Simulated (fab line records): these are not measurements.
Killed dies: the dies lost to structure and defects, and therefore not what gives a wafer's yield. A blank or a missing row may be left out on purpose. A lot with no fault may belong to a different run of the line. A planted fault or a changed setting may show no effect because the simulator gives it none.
What tool caused it? | flow nand-harc | at 1 step of a route of 1159, 12 lots with 36 wafers sampled

WHAT THE GAUGES READ, wafer by wafer
NHARC_P_CONTACT_CD_MEAS_12 targets a cd of 90 nm.
lot  | measured     | on        | cd-nm (nm)
L075 | day 5 19:22  | cd-sem-03 | 89.2 89.3 90.1
L077 | day 6 07:26  | cd-sem-02 | 90.4 90.3 90.5
L079 | day 6 18:24  | cd-sem-01 | 89.9 88.9 89.4
L081 | day 7 11:37  | cd-sem-03 | 89.3 89.9 89.2
L083 | day 8 01:59  | cd-sem-03 | 89.7 89.7 90.1
L085 | day 8 16:21  | cd-sem-03 | 90.2 89.4 88.8
L086 | day 8 17:49  | cd-sem-03 | 90.9 90.9 91.2
L089 | day 9 10:34  | cd-sem-03 | 90.2 90.8 90.0
L091 | day 9 18:16  | cd-sem-03 | 91.6 90.6 90.9
L093 | day 10 08:20 | cd-sem-02 | 91.0 90.0 90.6
L096 | day 10 20:23 | cd-sem-01 | 90.7 91.0 91.3
L097 | day 11 02:42 | cd-sem-01 | 89.6 90.3 89.9

WHAT TOOL EACH LOT RAN ON (gives the tool, then ch and the chambers of the sampled wafers, and finally the start)
No process step before these readings appears in the record.

THE ANSWER, worked out from the rows above alone
Rule: the lots themselves supply what counts as usual. The widest of any qualifying gaps counts: lots, ordered by their means at a reading, are off when they make up no more than a third of the lots, leave a main group of 4 or more, and stand apart from it by 3 or more times the standard deviation of that group's means. A main group whose means are all the same, to the digits that the tables above print for the reading, isn't used. Also off: a lot with no number at a reading for which 4 or more lots have one. Where the step has rows for the other lots, those lots are counted as sound.
No lot is off on any of the readings shown, so nothing can be concluded from this.

WHAT HAD BEEN PUT IN BY THE SIMULATOR
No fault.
